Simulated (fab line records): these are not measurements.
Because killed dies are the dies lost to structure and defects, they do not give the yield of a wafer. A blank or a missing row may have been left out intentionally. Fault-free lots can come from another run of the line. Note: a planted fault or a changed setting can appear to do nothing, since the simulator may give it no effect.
Matching of chambers | flow nand harc | NHARC_A_STAIRCASE_DESCUM_168 on rie diel-08: 4 sister chambers
The step chemistry O2, time 3 s. 22 wafers are shown with their chamber, then 11 later ones without.

EACH WAFER AND ITS CHAMBER
wafer  | chamber | drypump motor current A (A) | showerhead plenum p Torr (Torr) | throttle valve pct (%)
L079.3 | 0       | 4.9                         | 2.07                            | 11.299
L079.4 | 2       | 5.5                         | 1.93                            | 11.312
L079.5 | 2       | 5.5                         | 1.93                            | 11.298
L080.3 | 2       | 5.5                         | 1.93                            | 11.318
L080.5 | 2       | 5.5                         | 1.93                            | 11.294
L080.6 | 1       | 6.5                         | 1.86                            | 11.312
L081.1 | 1       | 6.5                         | 1.86                            | 11.305
L081.3 | 0       | 4.9                         | 2.07                            | 11.304
L081.4 | 3       | 6.3                         | 2.05                            | 11.325
L083.1 | 0       | 4.9                         | 2.07                            | 11.301
L083.5 | 0       | 4.8                         | 2.07                            | 11.297
L083.6 | 1       | 6.5                         | 1.86                            | 11.310
L084.1 | 0       | 4.9                         | 2.07                            | 11.313
L084.3 | 3       | 6.3                         | 2.05                            | 11.337
L084.6 | 1       | 6.5                         | 1.86                            | 11.309
L088.1 | 3       | 6.3                         | 2.04                            | 11.308
L088.4 | 1       | 6.5                         | 1.86                            | 11.310
L088.5 | 0       | 4.8                         | 2.06                            | 11.304
L091.1 | 1       | 6.5                         | 1.85                            | 11.309
L091.5 | 1       | 6.5                         | 1.86                            | 11.307
L091.6 | 2       | 5.5                         | 1.92                            | 11.304
L089.3 | 0       | 4.8                         | 2.06                            | 11.305

SIGNATURES (averages over the wafers above)
reading                  | chamber 0 | chamber 1 | chamber 2 | chamber 3 | scatter within a chamber
drypump motor current A  | 4.857     | 6.500     | 5.500     | 6.300     | 0.0309
showerhead plenum p Torr | 2.0671    | 1.8586    | 1.9280    | 2.0467    | 0.00457
throttle valve pct       | 11.30329  | 11.30886  | 11.30520  | 11.32333  | 0.00747
Rule: a wafer lies at a distance from a chamber equal to the root of the sum of squares, over the readings, of (its reading less the chamber's mean, divided by the reading's scatter). If the next closest chamber is less than 2 further off than the closest, the wafer can't be placed; otherwise it belongs to the closest. The scatter: the root of (the sum of the squares of (reading less its chamber's mean) over the shown wafers, divided by (wafers less chambers)).

WAFERS WITHOUT THEIR CHAMBER
wafer  | drypump motor current A (A) | showerhead plenum p Torr (Torr) | throttle valve pct (%)
L089.5 | 6.5                         | 1.86                            | 11.309
L089.6 | 4.9                         | 2.06                            | 11.291
L090.1 | 6.2                         | 2.04                            | 11.312
L090.2 | 5.5                         | 1.92                            | 11.301
L090.3 | 4.8                         | 2.06                            | 11.322
L093.2 | 6.5                         | 1.85                            | 11.310
L093.4 | 4.8                         | 2.05                            | 11.304
L093.6 | 6.2                         | 2.03                            | 11.322
L097.1 | 4.9                         | 2.05                            | 11.321
L097.2 | 6.3                         | 2.03                            | 11.313
L097.5 | 5.5                         | 1.91                            | 11.312

WHICH CHAMBER EACH WENT THROUGH
wafer  | from the rows above | in truth
L089.5 | 1                   | 1
L089.6 | 0                   | 0
L090.1 | 3                   | 3
L090.2 | 2                   | 2
L090.3 | 0                   | 0
L093.2 | 1                   | 1
L093.4 | 0                   | 0
L093.6 | 3                   | 3
L097.1 | 0                   | 0
L097.2 | 3                   | 3
L097.5 | 2                   | 2
11 of 11 placed correctly. Not placeable from these rows: 0. Wrongly placed: 0.
